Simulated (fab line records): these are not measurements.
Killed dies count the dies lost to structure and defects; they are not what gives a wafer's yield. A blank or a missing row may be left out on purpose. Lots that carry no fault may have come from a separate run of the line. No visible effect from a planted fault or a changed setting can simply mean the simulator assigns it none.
Which tool did it?	flow n5_finfet	33 wafers from 11 lots sampled at 2 of the route's 1938 steps

== WHAT EACH GAUGE READ, for each wafer ==
N5_BEOL_M8_INSPECT_13: inspects for defects (brightfield).
lot	measured	on	raw_defect_count
L525	day 9 07:34	defect_inspect-02	408 336 420
L526	day 9 16:29	defect_inspect-02	533 587 530
L527	day 9 20:20	defect_inspect-01	261 291 265
L536	day 12 00:19	defect_inspect-01	268 351 425
L535	day 12 03:15	defect_inspect-02	396 310 347
L538	day 13 01:40	defect_inspect-02	429 396 348
L541	day 13 04:58	defect_inspect-02	563 419 588
L542	day 13 10:45	defect_inspect-02	277 335 334
L547	day 14 17:30	defect_inspect-01	447 377 290
L545	day 14 17:41	defect_inspect-01	416 463 454
L546	day 14 17:52	defect_inspect-01	393 482 496

== EACH LOT AND THE TOOL THAT RAN IT (in order: tool; ch and the chambers of the sampled wafers; start) ==
lot	N5_BEOL_M7_ANNEAL_51
L525	rtp_anneal-02 ch 0, day 9 04:22
L526	rtp_anneal-02 ch 0, day 9 13:41
L527	rtp_anneal-02 ch 0, day 9 17:47
L536	rtp_anneal-02 ch 0, day 11 21:22
L535	rtp_anneal-02 ch 0, day 11 22:41
L538	rtp_anneal-02 ch 0, day 12 23:41
L541	rtp_anneal-01 ch 0, day 13 02:20
L542	rtp_anneal-01 ch 0, day 13 08:00
L547	rtp_anneal-01 ch 0, day 14 14:38
L545	rtp_anneal-01 ch 0, day 14 14:58
L546	rtp_anneal-01 ch 0, day 14 15:17
- N5_BEOL_M7_ANNEAL_51: time 90 s.

== THE ANSWER, worked out from the rows above alone ==
Rule: what is usual is taken from the lots themselves. The widest of any qualifying gaps counts: lots, ordered by their means at a reading, are off when they make up no more than a third of the lots, leave a main group of 4 or more, and stand apart from it by 3 or more times the standard deviation of that group's means. A main group whose means are all the same, to the digits that the tables above print for the reading, isn't used. A lot without any number at a reading at which 4 lots or more have one is off too. Any other lot the step has rows for is counted as sound.
None of the lots is off at any reading shown; this tells nothing.

== WHAT THE SIMULATOR HAD PUT IN ==
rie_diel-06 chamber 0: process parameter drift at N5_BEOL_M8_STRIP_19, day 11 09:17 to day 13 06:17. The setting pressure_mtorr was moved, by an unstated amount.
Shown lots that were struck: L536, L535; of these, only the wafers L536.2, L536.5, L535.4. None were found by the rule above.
